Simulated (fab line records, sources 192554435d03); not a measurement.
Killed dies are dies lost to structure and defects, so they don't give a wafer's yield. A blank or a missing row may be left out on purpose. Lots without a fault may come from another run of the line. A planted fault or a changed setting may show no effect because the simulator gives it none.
Chamber matching | flow n5_finfet | N5_BEOL_M0_SAQP_DESCUM_19 on rie_diel-05: 4 sister chambers
The step chemistry O2, time 7.9 s. 22 wafers are shown with their chamber, then 11 later ones without.

WAFERS WITH THEIR CHAMBER
wafer  | chamber | drypump_motor_current_A (A) | showerhead_plenum_p_Torr (Torr) | oes_product_au (a.u.)
L074.1 | 0       | 6.2                         | 2.09                            | 0.75
L074.2 | 1       | 5.2                         | 2.05                            | 0.96
L074.3 | 2       | 6.0                         | 2.17                            | 0.73
L076.1 | 1       | 5.2                         | 2.05                            | 0.93
L076.3 | 2       | 6.0                         | 2.17                            | 0.72
L076.4 | 2       | 6.0                         | 2.17                            | 0.72
L078.3 | 1       | 5.2                         | 2.05                            | 0.93
L078.4 | 3       | 5.6                         | 2.05                            | 1.02
L078.6 | 1       | 5.2                         | 2.05                            | 0.93
L080.1 | 0       | 6.1                         | 2.09                            | 0.74
L080.3 | 3       | 5.6                         | 2.05                            | 0.98
L080.5 | 0       | 6.1                         | 2.09                            | 0.74
L084.1 | 0       | 6.2                         | 2.08                            | 0.73
L084.4 | 1       | 5.2                         | 2.04                            | 0.91
L084.5 | 0       | 6.2                         | 2.08                            | 0.74
L086.1 | 3       | 5.6                         | 2.05                            | 0.93
L086.4 | 0       | 6.2                         | 2.08                            | 0.73
L086.5 | 2       | 6.0                         | 2.16                            | 0.71
L088.1 | 3       | 5.6                         | 2.05                            | 0.93
L088.2 | 1       | 5.2                         | 2.04                            | 0.88
L088.6 | 1       | 5.2                         | 2.04                            | 0.89
L092.1 | 0       | 6.1                         | 2.08                            | 0.73

SIGNATURES (means of the wafers above)
reading                  | chamber 0 | chamber 1 | chamber 2 | chamber 3 | scatter within a chamber
drypump_motor_current_A  | 6.157     | 5.200     | 6.000     | 5.600     | 0.0309
showerhead_plenum_p_Torr | 2.0843    | 2.0457    | 2.1675    | 2.0500    | 0.00482
oes_product_au           | 0.7371    | 0.9186    | 0.7200    | 0.9650    | 0.0244
Rule: a wafer's distance from a chamber is the root of the sum, over the readings, of the square of ((its reading less the chamber's mean) divided by the reading's scatter). The wafer belongs to the nearest chamber; if the next one is less than 2 further off, it can't be placed. The scatter: the root of (the sum of the squares of (reading less its chamber's mean) over the shown wafers, divided by (wafers less chambers)).

WAFERS WITHOUT THEIR CHAMBER
wafer  | drypump_motor_current_A (A) | showerhead_plenum_p_Torr (Torr) | oes_product_au (a.u.)
L092.2 | 5.6                         | 2.04                            | 0.92
L092.3 | 5.2                         | 2.04                            | 0.87
L093.3 | 6.2                         | 2.08                            | 0.72
L093.4 | 6.1                         | 2.16                            | 0.71
L093.6 | 6.2                         | 2.08                            | 0.72
L094.1 | 6.2                         | 2.08                            | 0.72
L094.4 | 6.1                         | 2.16                            | 0.70
L094.6 | 5.2                         | 2.04                            | 0.87
L095.2 | 6.1                         | 2.08                            | 0.73
L095.3 | 6.0                         | 2.16                            | 0.70
L095.6 | 5.5                         | 2.04                            | 0.90

WHICH CHAMBER EACH WENT THROUGH
wafer  | from the rows above | in truth
L092.2 | 3                   | 3
L092.3 | 1                   | 1
L093.3 | 0                   | 0
L093.4 | 2                   | 2
L093.6 | 0                   | 0
L094.1 | 0                   | 0
L094.4 | 2                   | 2
L094.6 | 1                   | 1
L095.2 | 0                   | 0
L095.3 | 2                   | 2
L095.6 | 3                   | 3
Placed correctly: 11 of 11. Can't be placed from these rows: 0. Placed wrongly: 0.
